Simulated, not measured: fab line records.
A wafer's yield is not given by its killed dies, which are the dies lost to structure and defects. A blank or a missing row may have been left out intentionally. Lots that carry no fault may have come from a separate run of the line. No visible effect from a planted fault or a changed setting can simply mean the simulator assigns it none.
3 desks, one fault ; flow n5Finfet ; each desk has only its own numbers; what lay behind them comes last

## AT THE TOOL OWNER'S DESK: rieDiel-01
The tool's own readings at N5_BEOL_M1_VIA_ETCH_34 (etches the open film in C4F6/O2, target depth 67.8 nm, time 64.4 s): means of the sampled wafers that have a number, for each lot that ran on this tool. A lot is out of limits, marked OUT, if its mean lies more than 4 standard deviations from the usual mean; the brackets give that distance. Of its 8 readings 7 are shown: the one that was out of limits first, and those that lie furthest out on some lot.
Columns: A = O2_flow_sccm at N5_BEOL_M1_VIA_ETCH_34, usual 10.001 sccm; B = oesProductAu at N5_BEOL_M1_VIA_ETCH_34, usual 0.83 a.u.; C = rfFwdPowerW at N5_BEOL_M1_VIA_ETCH_34, usual 346.7 W; D = rfVppV at N5_BEOL_M1_VIA_ETCH_34, usual 661 V; E = runLengthS at N5_BEOL_M1_VIA_ETCH_34, usual 87.6 s; F = showerheadPlenumPTorr at N5_BEOL_M1_VIA_ETCH_34, usual 2.84 Torr; G = throttleValvePct at N5_BEOL_M1_VIA_ETCH_34, usual 30.75 %
lot;first seen here;A;B;C;D;E;F;G
L223;day 6 15:56;10.030;0.90;346.7;660;87.5;2.89;30.68
L228;day 8 09:55;9.950;0.86;347.1;662;79.6 (-21) OUT;2.88;30.77
L231;day 9 00:01;9.975;0.76;349.5;666;79.4 (-21) OUT;2.78;30.96
This desk finds L228, L231 out of limits, L228 being first, at day 8 09:55 (runLengthS at N5_BEOL_M1_VIA_ETCH_34). L223: within limits.

## FROM THE METROLOGY DESK
Lot by lot, what the gauges showed, no matter which tool ran the lot: averages of those sampled wafers that carry a number. A lot is out of limits, marked OUT, if its mean lies more than 4 standard deviations from the usual mean; the brackets give that distance. Only the readings that lie furthest out on some lot appear, 7 of the 12 it has.
Columns: A = V0_OVL at N5_BEOL_M1_OVL_MEAS_29, usual -0.5 nm; B = DIBL_N at N5_BEOL_M4_RC_MEAS_101, usual 36.3 mV/V; C = IOFF_P at N5_BEOL_M4_RC_MEAS_101, usual 0.211 nA/um; D = ION_N at N5_BEOL_M4_RC_MEAS_101, usual 672 uA/um; E = ION_P at N5_BEOL_M4_RC_MEAS_101, usual 462 uA/um; F = VT_N at N5_BEOL_M4_RC_MEAS_101, usual 249.9 mV; G = VT_P at N5_BEOL_M4_RC_MEAS_101, usual -249.8 mV
lot;first seen here;A;B;C;D;E;F;G
L223;day 6 13:33;-1.3;36.3;0.227;679;460;249.5;-249.2
L228;day 7 16:10;-0.2;37.7;0.213;668;458;248.8;-250.6
L229;day 7 19:01;0.5;36.4;0.208;678;462;247.8;-249.8
L231;day 8 14:33;0.4;36.7;0.182;672;455;249.9;-253.5
L239;day 10 12:06;-1.3;36.2;0.209;683;466;248.9;-248.8
L242;day 10 18:43;-0.3;36.9;0.232;682;468;246.1;-247.3
This desk's finding: nothing out of limits on any of the 6 lots.

## THE DEFECT DESK
Lot by lot, what the route's inspections counted, given as the mean of those sampled wafers with a number. A lot is out of limits, marked OUT, if its mean lies more than 4 standard deviations from the usual mean; the brackets give that distance.
Columns: A = rawDefectCount at N5_BEOL_M1_INSPECT_30, usual 382
lot;first seen here;A
L223;day 6 13:38;348
L228;day 7 16:16;280
L229;day 7 19:06;357
L231;day 8 14:38;401
L239;day 10 12:11;428
L242;day 10 18:49;433
This desk's finding: nothing out of limits on any of the 6 lots.

## TAKEN TOGETHER
At day 8 09:55, on L228, L231, the tool owner's desk was in a position to raise an alarm.
The metrology desk saw nothing out of limits.
Nothing out of limits was seen by the defect desk.
The metrology desk has L228, L231 on record, within its limits.
The defect desk has L228, L231 on record, within its limits.
The lots listed all ran N5_BEOL_M1_VIA_ETCH_34 on rieDiel-01.

## WHAT WAS PUT IN BY THE SIMULATOR
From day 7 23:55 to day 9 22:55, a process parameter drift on rieDiel-01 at N5_BEOL_M1_VIA_ETCH_34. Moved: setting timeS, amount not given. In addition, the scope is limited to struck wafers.
Shown lots that were struck: L228, L231.
Hours from the fault's start to each desk's first reading out of limits: the tool owner's desk, 10.
